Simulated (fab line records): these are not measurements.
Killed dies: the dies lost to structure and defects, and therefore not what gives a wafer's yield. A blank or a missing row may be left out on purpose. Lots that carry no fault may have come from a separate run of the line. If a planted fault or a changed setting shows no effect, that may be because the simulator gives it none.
Chamber matching | flow nand harc | NHARC_P_ZERO_WELL_DESCUM_39 on rie diel-04: 4 sister chambers
The step chemistry O2, time 3 s. 18 wafers are shown with their chamber, then 9 later ones without.

## WAFERS, EACH WITH ITS CHAMBER
wafer  | chamber | drypump motor current A (A) | showerhead plenum p Torr (Torr) | oes product au (a.u.)
L076.3 | 0       | 6.5                         | 1.96                            | 1.003
L076.5 | 1       | 5.8                         | 1.93                            | 1.010
L076.6 | 2       | 6.6                         | 1.85                            | 0.998
L077.3 | 2       | 6.7                         | 1.85                            | 0.986
L077.4 | 0       | 6.4                         | 1.95                            | 1.012
L077.5 | 3       | 5.6                         | 1.84                            | 1.007
L079.1 | 3       | 5.6                         | 1.84                            | 1.003
L079.4 | 2       | 6.7                         | 1.84                            | 0.998
L079.6 | 2       | 6.7                         | 1.84                            | 0.998
L081.1 | 3       | 5.6                         | 1.84                            | 1.010
L081.2 | 1       | 5.8                         | 1.92                            | 1.008
L081.3 | 0       | 6.5                         | 1.95                            | 1.008
L082.1 | 2       | 6.7                         | 1.84                            | 1.002
L082.3 | 0       | 6.5                         | 1.95                            | 0.998
L082.6 | 0       | 6.4                         | 1.95                            | 0.998
L083.3 | 3       | 5.6                         | 1.83                            | 1.014
L083.4 | 1       | 5.8                         | 1.92                            | 1.023
L083.5 | 3       | 5.5                         | 1.83                            | 1.015

SIGNATURES (averages over the wafers above)
reading                  | chamber 0 | chamber 1 | chamber 2 | chamber 3 | scatter within a chamber
drypump motor current A  | 6.460     | 5.800     | 6.680     | 5.580     | 0.0447
showerhead plenum p Torr | 1.9520    | 1.9233    | 1.8440    | 1.8360    | 0.00526
oes product au           | 1.00380   | 1.01367   | 0.99640   | 1.00980   | 0.00616
Rule: a wafer lies at a distance from a chamber equal to the root of the sum of squares, over the readings, of (its reading less the chamber's mean, divided by the reading's scatter). The wafer belongs to the nearest chamber; if the next one is less than 2 further off, it can't be placed. The scatter: the root of (the sum of the squares of (reading less its chamber's mean) over the shown wafers, divided by (wafers less chambers)).

## WAFERS MISSING THEIR CHAMBER
wafer  | drypump motor current A (A) | showerhead plenum p Torr (Torr) | oes product au (a.u.)
L088.2 | 5.8                         | 1.92                            | 1.001
L088.5 | 6.4                         | 1.94                            | 0.992
L088.6 | 5.6                         | 1.83                            | 1.015
L093.1 | 6.7                         | 1.83                            | 1.007
L093.2 | 5.6                         | 1.82                            | 1.011
L093.5 | 6.6                         | 1.83                            | 1.014
L097.1 | 5.8                         | 1.91                            | 1.009
L097.3 | 6.7                         | 1.83                            | 1.017
L097.6 | 6.6                         | 1.83                            | 1.002

## CHAMBER TAKEN BY EACH
wafer  | from the rows above | in truth
L088.2 | 1                   | 1
L088.5 | 0                   | 0
L088.6 | 3                   | 3
L093.1 | 2                   | 2
L093.2 | 3                   | 3
L093.5 | 2                   | 2
L097.1 | 1                   | 1
L097.3 | 2                   | 2
L097.6 | 2                   | 2
9 of 9 placed correctly. Left unplaced by these rows: 0. Number placed wrongly: 0.
